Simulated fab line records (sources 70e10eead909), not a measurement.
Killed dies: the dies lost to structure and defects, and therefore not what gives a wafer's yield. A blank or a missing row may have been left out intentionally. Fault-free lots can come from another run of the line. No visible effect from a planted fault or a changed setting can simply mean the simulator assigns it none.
Chamber matching / flow nand-harc / rie-diel-06 running NHARC_A_STAIRCASE_ETCH_444: 4 sister chambers
The step etches the open film in C4F8/O2, target depth 10200 nm, time 3400 s. 4 wafers are shown with their chamber, then 11 later ones without.

WAFERS, EACH WITH ITS CHAMBER
wafer=L086.1; chamber=1; rf-vpp-V (V)=807
wafer=L088.1; chamber=0; rf-vpp-V (V)=812
wafer=L088.3; chamber=2; rf-vpp-V (V)=814
wafer=L094.1; chamber=3; rf-vpp-V (V)=813

WAFERS WHOSE CHAMBER IS MISSING
wafer=L094.2; rf-vpp-V (V)=812
wafer=L094.5; rf-vpp-V (V)=807
wafer=L094.3; rf-vpp-V (V)=807
wafer=L094.4; rf-vpp-V (V)=814
wafer=L094.6; rf-vpp-V (V)=812
wafer=L093.2; rf-vpp-V (V)=811
wafer=L093.4; rf-vpp-V (V)=808
wafer=L093.6; rf-vpp-V (V)=816
wafer=L097.1; rf-vpp-V (V)=806
wafer=L097.4; rf-vpp-V (V)=813
wafer=L097.5; rf-vpp-V (V)=812

CHAMBER TAKEN BY EACH
wafer=L094.2; from the rows above=can't be placed: 0 or 3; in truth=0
wafer=L094.5; from the rows above=1; in truth=1
wafer=L094.3; from the rows above=1; in truth=1
wafer=L094.4; from the rows above=can't be placed: 2 or 3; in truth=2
wafer=L094.6; from the rows above=can't be placed: 0 or 3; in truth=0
wafer=L093.2; from the rows above=can't be placed: 0 or 3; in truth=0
wafer=L093.4; from the rows above=1; in truth=1
wafer=L093.6; from the rows above=can't be placed: 2 or 3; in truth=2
wafer=L097.1; from the rows above=1; in truth=1
wafer=L097.4; from the rows above=can't be placed: 3 or 0 or 2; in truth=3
wafer=L097.5; from the rows above=can't be placed: 0 or 3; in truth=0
Correct placement for 4 of the 11. These rows do not allow placing 7 (true chamber among the candidates in 7). Wrongly placed: 0.
How it was worked out, from the rows above alone: a wafer's distance from a chamber is the root of the sum, over the readings, of the square of ((its reading less the chamber's mean) divided by the reading's scatter). If the next closest chamber is less than 2 further off than the closest, the wafer can't be placed; otherwise it belongs to the closest. Each chamber's mean is taken over the wafers shown for it. The scatter (one wafer shown for each chamber): square how far every hidden wafer sits from the nearest shown wafer, average those squares and take the square root.
